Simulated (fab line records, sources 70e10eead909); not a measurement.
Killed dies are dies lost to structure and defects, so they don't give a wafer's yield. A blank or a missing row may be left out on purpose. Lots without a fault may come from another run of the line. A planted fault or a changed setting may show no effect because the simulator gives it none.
A struck lot beside a sound one | flow nand_harc | 12 steps out of a route of 1159
Sound: wafers L842.1, L842.3, L842.6. Struck: wafers L829.1, L829.2, L829.4. The cause comes at the end.
At each step with rows: each side's tool, then ch and its chambers, then its first start. Under that, the readings that differ: sound wafers | struck wafers | difference of the means | sigmas: that difference in standard deviations of wafers without a fault.
alike: readings whose means differ by less than 2 such deviations, and words and numbers that are the same on both sides. not compared: withheld readings, readings that some wafer has no value for, bounds like >300 that may hide the same value, and numbers for which the record gives no deviation and whose values overlap.
The two part at a step that has a row with sigmas, a row that says differs or no value, or rows on one side only. Numbers that don't overlap but have no deviation are shown without sigmas and don't part them. A reading that every wafer of one side lacks parts them only if that side has two wafers or more.

first, 3 steps without rows for these wafers: NHARC_A_STAIRCASE_PEB_439 (peb time 130 s); NHARC_A_STAIRCASE_DEVELOP_440 (time 140 s); NHARC_A_STAIRCASE_HARDBAKE_442 (time 140 s).
NHARC_A_STAIRCASE_DESCUM_443: chemistry O2, time 3 s.
  sound on rie_diel-13 ch 1,2,3, day 17 10:12; struck on rie_diel-01 ch 0,1,2, day 14 13:26
  reading            | sound     | struck            | difference | sigmas
  mfc_ar_sccm (sccm) | 0 0.000 0 | 0.024 0.018 0.035 | +0.026     | +2
  alike: drypump_motor_current_A, oes_product_au, rf_vpp_V, showerhead_plenum_p_Torr, throttle_valve_pct
  not compared: rf_hours_counter_h
NHARC_A_STAIRCASE_ETCH_444: etches the open film in C4F8/O2, target depth 10200 nm, time 3400 s.
  sound on rie_diel-13 ch 1,2, day 17 10:19; struck on rie_diel-01 ch 0,1,3, day 14 13:39
  alike: oes_product_au, rf_fwd_power_W, rf_vpp_V
  not compared: rf_hours_counter_h
NHARC_A_STAIRCASE_STRIP_446: strips in O2.
  sound on plasma_asher-02 ch 0,1, day 17 13:11; struck on plasma_asher-02 ch 0,1, day 14 15:56
  alike: drypump_motor_current_A, heater_power_w, rf_refl_power_W
  not compared: rf_hours_counter_h
then, 3 steps without rows for these wafers: NHARC_A_STAIRCASE_STRIP_447 (strips in SPM, time 900 s); NHARC_A_STAIRCASE_PRECLEAN_448 (cleans in SC1); NHARC_A_STAIRCASE_SRD_449.
NHARC_A_STAIRCASE_CMP_450: polishes SiO2, target thk 200 nm.
  sound on cmp-02 ch 0,2, day 17 13:56; struck on cmp-03 ch 0,2,3, day 14 16:44
  alike: edge_zone_pressure_frac, motor_current_A
NHARC_A_STAIRCASE_CMP_152: polishes.
  sound on cmp-02 ch 0,2, day 17 14:01; struck on cmp-03 ch 0,2,3, day 14 16:48
  no value came back on the struck wafers for edge_zone_pressure_frac, motor_current_A (A); on the sound wafers edge_zone_pressure_frac reads 1.005 0.996 0.997
-- the record jumps here: 6 days lie between the struck wafers' starts before and after (it left off in module A_STAIRCASE and takes up again in module END, whose first step shown is number 1159 of the route) --
NHARC_END_SORT_01:
  sound on prober-01 ch 0, day 23 13:28; struck on prober-01 ch 0, day 20 11:13
  reading         | sound    | struck      | difference | sigmas
  killed_at_array | 28 39 24 | 672 674 673 | +643       | +65
  killed_dies     | 33 45 27 | 677 677 677 | +642       | +64
  alike: killed_at_other, killed_at_periphery, killed_open, killed_short

WHERE THEY PART
First at NHARC_A_STAIRCASE_DESCUM_443; last, within this record, at NHARC_END_SORT_01.

WHY: what the simulator had put in
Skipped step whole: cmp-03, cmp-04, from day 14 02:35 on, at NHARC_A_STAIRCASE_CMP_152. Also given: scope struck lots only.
